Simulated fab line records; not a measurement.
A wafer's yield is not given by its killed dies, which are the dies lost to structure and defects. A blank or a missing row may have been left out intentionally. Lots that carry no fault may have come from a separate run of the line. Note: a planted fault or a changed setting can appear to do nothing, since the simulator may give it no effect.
Chamber matching :: flow nand-harc :: NHARC_A_STAIRCASE_CMP_152 on cmp-03: 4 sister chambers
The step polishes. 4 wafers are shown with their chamber, then 7 later ones without.

## EACH WAFER AND ITS CHAMBER
wafer: L087.5
chamber: 2
motor-current-A (A): 11.8

wafer: L093.1
chamber: 0
motor-current-A (A): 13.8

wafer: L090.2
chamber: 3
motor-current-A (A): 15.1

wafer: L090.4
chamber: 1
motor-current-A (A): 12.8

## WAFERS WHOSE CHAMBER IS MISSING
wafer: L090.5
motor-current-A (A): 12.9

wafer: L091.2
motor-current-A (A): 12.9

wafer: L091.4
motor-current-A (A): 14.8

wafer: L091.6
motor-current-A (A): 11.4

wafer: L097.1
motor-current-A (A): 12.3

wafer: L097.2
motor-current-A (A): 14.3

wafer: L097.6
motor-current-A (A): 11.5

## EACH ONE'S CHAMBER
wafer: L090.5
from the rows above: 1
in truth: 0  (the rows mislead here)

wafer: L091.2
from the rows above: 1
in truth: 1

wafer: L091.4
from the rows above: can't be placed: 3 or 0
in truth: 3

wafer: L091.6
from the rows above: 2
in truth: 2

wafer: L097.1
from the rows above: can't be placed: 1 or 2
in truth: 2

wafer: L097.2
from the rows above: can't be placed: 0 or 3
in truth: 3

wafer: L097.6
from the rows above: 2
in truth: 2
Correct placement for 3 of the 7. Not placeable from these rows: 3 (in 3, the candidates include the true chamber). Wrongly placed: 1.
How it was worked out, from the rows above alone: a wafer's distance from a chamber is the root of the sum, over the readings, of the square of ((its reading less the chamber's mean) divided by the reading's scatter). If the next closest chamber is less than 2 further off than the closest, the wafer can't be placed; otherwise it belongs to the closest. For every chamber, the mean is computed from those of its wafers that are shown. The scatter: with one shown wafer a chamber, the root of the mean of the squares of how far each hidden wafer lies from its nearest shown one.
